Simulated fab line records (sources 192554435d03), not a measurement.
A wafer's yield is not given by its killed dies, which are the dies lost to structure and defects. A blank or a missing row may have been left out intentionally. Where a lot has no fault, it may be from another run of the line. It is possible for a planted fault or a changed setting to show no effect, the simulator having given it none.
Which tool did it? -- flow n5 finfet -- 10 lots, 30 wafers sampled, at 1 step of a route of 1938

WHAT THE GAUGES READ, wafer by wafer
N5_BEOL_M9_THK_MEAS_01.
lot,measured,on,M9_ILD_THK (nm)
L406,day 9 03:36,film metro-02,264 267 267
L407,day 9 14:31,film metro-02,266 266 269
L411,day 10 08:10,film metro-01,264 264 270
L421,day 12 19:53,film metro-01,265 265 269
L422,day 13 14:57,film metro-02,269 272 271
L423,day 14 06:13,film metro-02,267 269 270
L424,day 14 06:59,film metro-02,266 267 274
L426,day 14 21:55,film metro-02,269 266 273
L428,day 15 03:26,film metro-01,265 268 270
L429,day 15 13:13,film metro-01,270 271 273

TOOL THAT RAN EACH LOT (tool first, then ch and the chambers of the sampled wafers, then the start)
Before these readings, the record contains no process step.

THE ANSWER, worked out from the rows above alone
Rule: the usual values come from the lots themselves. Put in order of their means at a reading, lots are off if they are a third of the lots or fewer, leave a main group of 4 or more, and stand apart from it by a gap of 3 or more times the standard deviation of the main group's means; of several such gaps the widest counts. A main group is skipped when, at the precision printed for the reading in the tables above, its means are all equal. A lot without any number at a reading at which 4 lots or more have one is off too. The other lots that the step has rows for count as sound.
No lot is off at any reading shown: from this, nothing can be told.

WHAT HAD BEEN PUT IN BY THE SIMULATOR
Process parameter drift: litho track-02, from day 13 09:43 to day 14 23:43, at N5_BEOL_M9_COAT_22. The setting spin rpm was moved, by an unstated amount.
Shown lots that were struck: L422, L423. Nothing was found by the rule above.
